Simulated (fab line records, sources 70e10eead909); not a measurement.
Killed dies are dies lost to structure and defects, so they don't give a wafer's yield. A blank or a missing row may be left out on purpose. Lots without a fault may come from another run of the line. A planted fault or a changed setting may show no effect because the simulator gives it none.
fab line records | flow nand_harc
record lots=5 wafers=15 last_day=23
route steps=1159 shown P_GATE@185 END@1159
lots that met no fault: from a run of the same line without faults
start_h: hours from the record's first day to the start of the lot's first wafer shown | wait_h: hours since the lot's step before | " the same as in the row above | L1.1+2: a row that stands for several wafers | - no value, or no start given | * or withheld: withheld | < > ~ a bound
route shown NAME@n: a module of which the file shows steps, and the number in the route of the first | usual: mean/standard deviation of fault-free wafers | same: alike in all rows | chamber/n: place in a boat | sites: the reading at each site | _std_site: their standard deviation | _edge_site: outer sites' mean less inner sites' | radius_mm: how far each site lies from the wafer's centre | mask NAME#n: copy n | behind: the tool/chamber that last shaped the wafer | hold: why the lot was held/for how many hours/how that ended | device: the transistor (n, p or np) that didn't switch | end of line: the same wafers' tests at the end of the route | a step without rows: its recipe alone | killed: dies lost to structure and defects at the first sort, not the wafer's yield | map: a wafer's dies, x killed, . not, _ none there
set.NAME: the setting as run; set.NAME@STEP: as run at that earlier step | model.NAME: the simulator's own value behind a step, which no gauge read
lots at some steps of the route; a table a step, a row a wafer
services: from which hour (start_h, from the record's first day; less than 0 if before it) a tool's chamber was out of use, for how many hours, and why
## steps
# step NHARC_P_GATE_CD_MEAS_59
# recipe target_cd_nm=720 landing_energy_ev=500
# usual cd_nm=719.9/1.9
# columns lot.wafer tool chamber start_h wait_h cd_nm
L827.1 cd_sem-02 0 121.99 - 718.7
L827.4 " 0 " " 720.2
L827.6 " 0 " " 719.9
L829.1 cd_sem-02 0 135.67 - 720.9
L829.2 " 0 " " 719.5
L829.6 " 0 " " 718.5
L830.2 cd_sem-02 0 136.41 - 718.5
L830.3 " 0 " " 721.3
L830.5 " 0 " " 716.8
L839.1 cd_sem-02 0 197.36 - 720.3
L839.3 " 0 " " 721.3
L839.5 " 0 " " 722.3
L842.1 cd_sem-01 0 217.57 - 717.8
L842.2 " 0 " " 715.5
L842.6 " 0 " " 719.5
# step NHARC_P_GATE_HARDBAKE_60
# recipe temp_c=125 time_s=80
# step NHARC_P_GATE_DESCUM_61
# recipe time_s=3 o2_flow_sccm=200 ar_flow_sccm=0 bias_power_w=0 chemistry=O2
# usual drypump_motor_current_A=5.9/0.4 o2_flow_sccm=200.1/0.64 oes_product_au=1.005/0.0074 rf_vpp_V=57.8/0.8 showerhead_plenum_p_Torr=1.91/0.075 throttle_valve_pct=11.310/0.0095
# columns lot.wafer tool chamber start_h wait_h drypump_motor_current_A o2_flow_sccm oes_product_au rf_hours_counter_h rf_vpp_V showerhead_plenum_p_Torr throttle_valve_pct
L827.4 rie_diel-11 1 122.16 - 6.1 199.0 1.013 26 57.9 1.91 11.317
L827.1 " 2 " " 6.1 200.3 1.004 23 59.7 1.95 11.306
L827.6 " 1 " " 6.1 200.0 1.010 - 57.4 1.91 11.302
L829.1 rie_diel-08 1 135.84 - 6.5 200.0 1.013 0 58.3 2.03 11.326
L829.2 " 2 " " 5.8 200.3 1.004 0 56.4 1.79 11.317
L829.6 " 0 " " 5.7 201.1 1.005 - 57.0 1.91 11.303
L830.3 rie_diel-08 1 136.56 - 6.5 199.7 1.009 0 58.6 2.03 11.317
L830.2 " 0 " " 5.8 199.7 0.999 0 58.9 1.91 11.297
L830.5 " 2 " " 5.8 200.4 0.999 - 56.9 1.79 11.327
L839.1 rie_diel-08 0 197.52 - 5.8 199.1 0.984 11 57.6 1.90 11.326
L839.3 " 1 " " 6.5 200.5 1.013 11 57.9 2.02 11.307
L839.5 " 0 " " 5.7 199.9 1.003 - 57.8 1.90 11.299
L842.2 rie_diel-10 0 217.74 - 5.8 200.0 1.001 12 58.3 1.92 11.309
L842.1 " 2 " " 5.2 199.9 1.007 11 57.6 1.97 11.302
L842.6 " 1 " " 5.2 199.4 0.995 - 57.5 1.82 11.313
# step NHARC_P_GATE_IMPLANT_62
# recipe energy_kev=20 dose_cm2=3e+15 tilt_deg=7
# step NHARC_P_GATE_STRIP_112
# recipe power_w=1500 temp_c=110 time_s=200 chemistry=N2/H2
# usual drypump_motor_current_A=5.70/0.19 heater_power_w=89/5.8
# columns lot.wafer tool chamber start_h wait_h drypump_motor_current_A heater_power_w rf_hours_counter_h
L827.1 plasma_asher-02 1 122.52 0.2 5.78 97 34
L827.4 " 1 " " 5.81 98 -
L827.6 " 1 " " 5.78 98 -
L829.1 plasma_asher-02 1 136.20 0.2 5.74 97 41
L829.2 " 0 " " 5.74 93 41
L829.6 " 0 " " 5.72 95 -
L830.2 plasma_asher-02 1 136.98 0.2 5.82 99 41
L830.3 " 0 " " 5.72 94 -
L830.5 " 0 " " 5.71 92 -
L839.1 plasma_asher-01 1 197.89 0.2 5.89 81 31
L839.3 " 1 " " 5.89 80 -
L839.5 " 1 " " 5.88 82 -
L842.2 plasma_asher-01 0 218.26 0.3 5.39 86 36
L842.1 " 1 " " 5.90 84 36
L842.6 " 1 " " 5.91 80 -
# step NHARC_P_GATE_STRIP_76
# recipe power_w=1500 temp_c=250 chemistry=O2
# usual drypump_motor_current_A=5.70/0.19 heater_power_w=331/22
# columns lot.wafer tool chamber start_h wait_h drypump_motor_current_A heater_power_w rf_hours_counter_h
L827.1 plasma_asher-02 1 122.78 0.2 5.76 377 34
L827.4 " 1 " " 5.77 368 -
L827.6 " 1 " " 5.77 365 -
L829.1 plasma_asher-02 1 136.46 0.2 5.75 359 41
L829.2 " 0 " " 5.71 355 41
L829.6 " 0 " " 5.72 340 -
L830.2 plasma_asher-02 1 137.21 0.2 5.75 369 41
L830.3 " 0 " " 5.71 345 -
L830.5 " 0 " " 5.71 353 -
L839.1 plasma_asher-01 1 198.14 0.2 5.89 312 31
L839.3 " 1 " " 5.89 299 -
L839.5 " 1 " " 5.91 304 -
L842.2 plasma_asher-01 0 218.52 0.2 5.39 317 36
L842.1 " 1 " " 5.92 299 36
L842.6 " 1 " " 5.94 308 -
# step NHARC_P_GATE_STRIP_63
# recipe time_s=900 temp_c=130 chemistry=SPM
# step NHARC_P_GATE_DEHYDRATE_83
# recipe temp_c=150 time_s=120
# step NHARC_P_GATE_HMDS_84
# recipe time_s=30
# step NHARC_P_GATE_COAT_85
# recipe spin_rpm=3000
# step NHARC_P_GATE_SOFTBAKE_86
# recipe temp_c=122 time_s=95
# step NHARC_P_GATE_EBR_87
# step NHARC_P_GATE_EXPOSE_88
# recipe na=0.6 target_cd_nm=2000 dose_mj=11.87 mask_id=P_HVN
# columns lot.wafer tool chamber start_h wait_h mask
L827.1+4+6 krf_scanner-01 0 123.42 - P_HVN#0
L829.1+2+6 krf_scanner-04 0 137.23 - P_HVN#0
L830.2+3+5 krf_scanner-01 0 137.97 - P_HVN_R1#0
L839.1+3+5 krf_scanner-02 0 198.96 - P_HVN#0
L842.1+2+6 krf_scanner-01 0 219.16 - P_HVN#0
# step NHARC_P_GATE_PEB_89
# recipe peb_temp_c=118 peb_time_s=85
# step NHARC_P_GATE_DEVELOP_90
# recipe time_s=70
# step NHARC_P_GATE_CD_MEAS_91
# recipe target_cd_nm=2000 landing_energy_ev=500
# usual cd_nm=1999.4/2
# columns lot.wafer tool chamber start_h wait_h hold cd_nm
L827.1 cd_sem-01 0 123.57 - - 2001.3
L827.4 " 0 " " - 2001.3
L827.6 " 0 " " - 2000.6
L829.1 cd_sem-02 0 137.39 - - 2002.2
L829.2 " 0 " " - 1999.7
L829.6 " 0 " " - 2000.4
L830.2 cd_sem-03 0 138.13 - await_dispo/0.2h/release 1872.3
L830.3 " 0 " " await_dispo/0.2h/release 1873.8
L830.5 " 0 " " await_dispo/0.2h/release 1873.5
L830.2 cd_sem-03 0 - - - 1872.0
L830.3 " 0 " " - 1874.0
L830.5 " 0 " " - 1873.3
L839.1 cd_sem-01 0 199.12 - - 2001.8
L839.3 " 0 " " - 2000.2
L839.5 " 0 " " - 2000.1
L842.1 cd_sem-01 0 219.31 - - 1995.0
L842.2 " 0 " " - 1997.5
L842.6 " 0 " " - 1996.3
# step NHARC_END_SORT_01
# recipe temp_c=25
# usual defect_limited_yield=95.2/1.6 killed_at_array=29/11 killed_at_other=0.6/0.75 killed_at_periphery=3.1/2.1 killed_dies=32/11 killed_open=3.0/1.8 killed_short=1.8/1.3 sort_bin_2_pct=1.5/0.7 sort_bin_3_pct=0.26/0.22 sort_bin_4_pct=3.0/1 sort_n_pass=645/11 sort_rim_yield_pct=94.9/3 sort_yield_pct=95.2/1.6
# same gross_dies=677 sort_bin_5_pct[%]=0 sort_bin_6_pct[%]=0 sort_bin_7_pct[%]=0 sort_bin_8_pct[%]=0 sort_rim_n_gross=106.00
# columns lot.wafer tool chamber start_h wait_h defect_limited_yield[%] killed_at_array killed_at_other killed_at_periphery killed_dies killed_open killed_short sort_bin_2_pct[%] sort_bin_3_pct[%] sort_bin_4_pct[%] sort_n_pass sort_rim_yield_pct[%] sort_yield_pct[%]
L829.1 prober-01 0 458.94 2.5 95.6 25 0 5 30 2 2 2.1 0 2.4 647 100.0 95.6
L829.2 prober-01 0 459.74 2.8 96.8 19 0 3 22 2 1 1.0 0.15 2.1 655 95.3 96.8
L829.6 prober-01 0 462.93 4.0 96.9 19 0 2 21 2 0 0.9 0.15 2.1 656 95.3 96.9
L827.1 prober-02 0 458.98 2.6 96.9 20 0 1 21 3 2 0.7 0.15 2.2 656 97.2 96.9
L827.4 prober-02 0 461.36 3.4 97.3 15 1 2 18 4 3 1.0 0.15 1.5 659 99.1 97.3
L827.6 prober-02 0 462.94 4.0 97.3 13 1 4 18 5 2 0.6 0.15 1.9 659 97.2 97.3
L839.1 prober-01 0 530.43 2.5 93.2 43 1 2 46 3 0 1.8 0.15 4.9 631 91.5 93.2
L839.3 prober-01 0 532.03 3.1 91.7 52 1 3 56 5 1 2.5 0.74 5.0 621 97.2 91.7
L839.5 prober-01 0 533.62 3.7 93.5 43 1 0 44 0 3 1.8 0.30 4.4 633 88.7 93.5
L842.1 prober-01 0 547.82 2.5 96.9 20 0 1 21 1 1 0.7 0.30 2.1 656 98.1 96.9
L842.2 prober-01 0 548.61 2.8 97.5 14 1 2 17 2 2 0.7 0.15 1.6 660 97.2 97.5
L842.6 prober-01 0 551.76 3.9 97.5 16 0 1 17 2 1 1.0 0.15 1.3 660 99.1 97.5
# killed by level:class
L829.1 A_SLIT:chamber_film_flake=13 A_CHANNEL_HOLE_D1:chamber_film_flake=6 A_CHANNEL_FILL_D1:geometric_particle:short=2 P_ZERO_WELL:chamber_film_flake=2 A_WL_FILL:chamber_film_flake=2 P_CONTACT:geometric_particle:open=1 P_M2:geometric_particle:open=1 P_GATE:chamber_film_flake=1
L827.1 A_SLIT:chamber_film_flake=7 A_CHANNEL_HOLE_D1:chamber_film_flake=3 A_CONTACT:chamber_film_flake=3 A_CHANNEL_HOLE_D1:geometric_particle:short=1 A_CHANNEL_HOLE_D1:geometric_particle:open=1 A_SGD_CUT:geometric_particle:short=1 A_WL_FILL:geometric_particle:open=1 A_CONTACT:geometric_particle:open=1
L829.2 A_SLIT:chamber_film_flake=6 A_CONTACT:chamber_film_flake=4 A_CHANNEL_HOLE_D1:chamber_film_flake=3 P_GATE:chamber_film_flake=2 A_M1:chamber_film_flake=2 A_CHANNEL_HOLE_D1:geometric_particle:short=1 P_CONTACT:geometric_particle:open=1 A_CHANNEL_HOLE_D1:geometric_particle:open=1
L827.4 A_CHANNEL_HOLE_D1:chamber_film_flake=4 A_SLIT:chamber_film_flake=2 A_WL_FILL:chamber_film_flake=2 A_CONTACT:chamber_film_flake=2 P_STI:geometric_particle:open=1 P_M0:geometric_particle:short=1 A_CHANNEL_HOLE_D1:geometric_particle:open=1 A_CHANNEL_FILL_D1:geometric_particle:open=1
L829.6 A_SLIT:chamber_film_flake=11 A_CONTACT:chamber_film_flake=3 A_CHANNEL_HOLE_D1:chamber_film_flake=2 A_M1:chamber_film_flake=2 P_M1:geometric_particle:open=1 A_CONTACT:geometric_particle:open=1 P_STI:chamber_film_flake=1
L827.6 A_SLIT:chamber_film_flake=5 P_M0:geometric_particle:open=2 A_CONTACT:geometric_particle:open=2 A_ZERO_WELL:chamber_film_flake=2 A_CONTACT:chamber_film_flake=2 A_ONON_D1:geometric_particle:short=1 A_CHANNEL_HOLE_D1:geometric_particle:open=1 STARTING-WAFER:geometric_particle:short=1
L839.1 A_SLIT:chamber_film_flake=12 A_CHANNEL_HOLE_D1:chamber_film_flake=10 A_STAIRCASE:chamber_film_flake=7 A_CONTACT:chamber_film_flake=5 A_BONDPAD:chamber_film_flake=3 A_BLC:chamber_film_flake=2 A_WL_FILL:geometric_particle:open=1 A_CONTACT:geometric_particle:open=1
L839.3 A_CHANNEL_HOLE_D1:chamber_film_flake=20 A_SLIT:chamber_film_flake=18 A_BONDPAD:chamber_film_flake=5 A_STAIRCASE:chamber_film_flake=3 P_CONTACT:geometric_particle:open=2 P_M1:geometric_particle:open=1 A_ONON_D1:geometric_particle:open=1 A_CONTACT:geometric_particle:short=1
L839.5 A_SLIT:chamber_film_flake=16 A_CHANNEL_HOLE_D1:chamber_film_flake=14 A_STAIRCASE:chamber_film_flake=7 A_CONTACT:chamber_film_flake=2 A_BONDPAD:chamber_film_flake=2 A_WL_FILL:geometric_particle:short=1 A_CONTACT:geometric_particle:short=1 STARTING-WAFER:geometric_particle:short=1
L842.1 A_CHANNEL_HOLE_D1:chamber_film_flake=9 A_STAIRCASE:chamber_film_flake=4 A_CONTACT:chamber_film_flake=4 A_ZERO_WELL:chamber_film_flake=2 P_CONTACT:geometric_particle:open=1 A_WL_FILL:geometric_particle:short=1
L842.2 A_CHANNEL_HOLE_D1:chamber_film_flake=5 A_STAIRCASE:chamber_film_flake=3 A_CONTACT:chamber_film_flake=3 P_CONTACT:geometric_particle:short=1 A_CHANNEL_FILL_D1:geometric_particle:short=1 A_CHANNEL_FILL_D1:geometric_particle:open=1 A_WL_FILL:geometric_particle:open=1 P_M0:chamber_film_flake=1
L842.6 A_CHANNEL_HOLE_D1:chamber_film_flake=6 A_STAIRCASE:chamber_film_flake=5 A_CONTACT:chamber_film_flake=2 A_CHANNEL_FILL_D1:geometric_particle:short=1 A_CONTACT:geometric_particle:open=1 A_M1:geometric_particle:open=1 P_GATE:chamber_film_flake=1
## services
# columns tool chamber start_h hours kind
plasma_asher-01 - 99.00 9.0 pm
plasma_asher-01 0 99.00 9.0 vent_cycle
plasma_asher-01 1 99.00 9.0 vent_cycle
plasma_asher-01 0 108.00 - clean
plasma_asher-01 1 108.00 - clean
rie_diel-08 - 124.82 9.0 pm
rie_diel-11 1 139.03 2.7 repair
krf_scanner-04 - 141.88 4.0 pm
rie_diel-08 2 165.39 1.7 repair
plasma_asher-01 - 167.84 1.9 repair
rie_diel-10 - 169.31 2.4 repair
rie_diel-10 - 176.51 9.0 pm
plasma_asher-02 - 183.29 9.0 pm
plasma_asher-02 0 183.29 9.0 vent_cycle
plasma_asher-02 1 183.29 9.0 vent_cycle
krf_scanner-02 - 184.54 10.1 repair
rie_diel-11 0 190.93 4.3 repair
plasma_asher-02 0 192.29 - clean
plasma_asher-02 1 192.29 - clean
rie_diel-10 0 205.61 9.2 repair
krf_scanner-02 - 210.00 4.0 pm
rie_diel-10 - 213.33 0.7 repair
krf_scanner-04 - 213.53 7.6 repair
rie_diel-11 1 216.08 4.8 repair
## key
first_sign step=NHARC_P_GATE_EXPOSE_88 reading=mask direction=changed
effect step=NHARC_P_GATE_CD_MEAS_91 reading=visit direction=added
effect step=NHARC_P_GATE_CD_MEAS_91 reading=cd_nm direction=down sigmas=64 usual=1999.4 struck=1873.2
met_at NHARC_P_GATE_EXPOSE_88
struck_wafers L830.2,L830.3,L830.5
scrapped_behind NHARC_P_GATE_CD_MEAS_91 L830.2,L830.3,L830.5
onset_between 123.42 137.97
fault kind=wrong_mask tool=any chamber=- onset_h=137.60 steps=NHARC_P_GATE_EXPOSE_88 aux_copy=P_HVN_R1#0 cd_offset_nm=-125.28 scope=struck_lots_only
